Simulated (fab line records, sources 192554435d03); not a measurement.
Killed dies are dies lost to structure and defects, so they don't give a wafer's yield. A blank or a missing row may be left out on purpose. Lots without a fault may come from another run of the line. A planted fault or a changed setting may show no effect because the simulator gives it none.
Which tool did it? | flow n5_finfet | 12 lots, 36 wafers sampled, at 3 steps of a route of 1938

WHAT THE GAUGES READ, wafer by wafer
N5_BEOL_M12_INSPECT_55: inspects for defects (darkfield).
lot  | measured     | on                | raw_defect_count
L074 | day 12 00:44 | defect_inspect-01 | 62 78 61
L077 | day 12 15:59 | defect_inspect-02 | 58 68 54
L079 | day 12 20:58 | defect_inspect-02 | 41 40 48
L083 | day 13 05:09 | defect_inspect-01 | 77 54 37
L084 | day 14 11:53 | defect_inspect-02 | 60 94 67
L088 | day 14 14:28 | defect_inspect-02 | 65 92 73
L086 | day 15 06:00 | defect_inspect-01 | 81 61 99
L089 | day 15 15:47 | defect_inspect-01 | 104 122 109
L090 | day 16 00:02 | defect_inspect-02 | 105 62 105
L093 | day 16 09:28 | defect_inspect-02 | 101 118 66
L095 | day 16 18:51 | defect_inspect-01 | 74 61 61
L097 | day 17 22:20 | defect_inspect-01 | 101 59 109

WHICH TOOL RAN EACH LOT (tool, then ch and the chambers of the sampled wafers, then the start)
lot  | N5_BEOL_M12_DEGAS_41         | N5_BEOL_M12_DEP_53
L074 | pvd_sputter-03, day 11 23:20 | pecvd-01 ch 0,1, day 12 00:38
L077 | pvd_sputter-03, day 12 14:36 | pecvd-02 ch 0,1, day 12 15:54
L079 | pvd_sputter-03, day 12 19:43 | pecvd-03 ch 0,2, day 12 20:53
L083 | pvd_sputter-02, day 13 02:20 | pecvd-03 ch 0,1,2, day 13 05:04
L084 | pvd_sputter-03, day 14 10:38 | pecvd-01 ch 0,1,2, day 14 11:48
L088 | pvd_sputter-02, day 14 13:11 | pecvd-03 ch 1,2, day 14 14:23
L086 | pvd_sputter-01, day 15 04:46 | pecvd-03 ch 1,2, day 15 05:55
L089 | pvd_sputter-02, day 15 14:32 | pecvd-02 ch 0,1,2, day 15 15:42
L090 | pvd_sputter-03, day 15 22:47 | pecvd-03 ch 1,2, day 15 23:57
L093 | pvd_sputter-01, day 16 08:13 | pecvd-01 ch 0,1,2, day 16 09:23
L095 | pvd_sputter-03, day 16 17:35 | pecvd-01 ch 0,2, day 16 18:46
L097 | pvd_sputter-03, day 17 20:57 | pecvd-01 ch 0,2, day 17 22:14
- N5_BEOL_M12_DEGAS_41: time 60 s.
- N5_BEOL_M12_DEP_53: deposits SiCN from 3MS/NH3, target thk 30 nm, time 10.5 s.

THE ANSWER, worked out from the rows above alone
Rule: what is usual is taken from the lots themselves. Put in order of their means at a reading, lots are off if they are a third of the lots or fewer, leave a main group of 4 or more, and stand apart from it by a gap of 3 or more times the standard deviation of the main group's means; of several such gaps the widest counts. A main group whose means are all the same, to the digits that the tables above print for the reading, isn't used. A lot without any number at a reading at which 4 lots or more have one is off too. The other lots that the step has rows for count as sound.
No lot is off at any reading shown: from this, nothing can be told.

WHAT THE SIMULATOR HAD PUT IN
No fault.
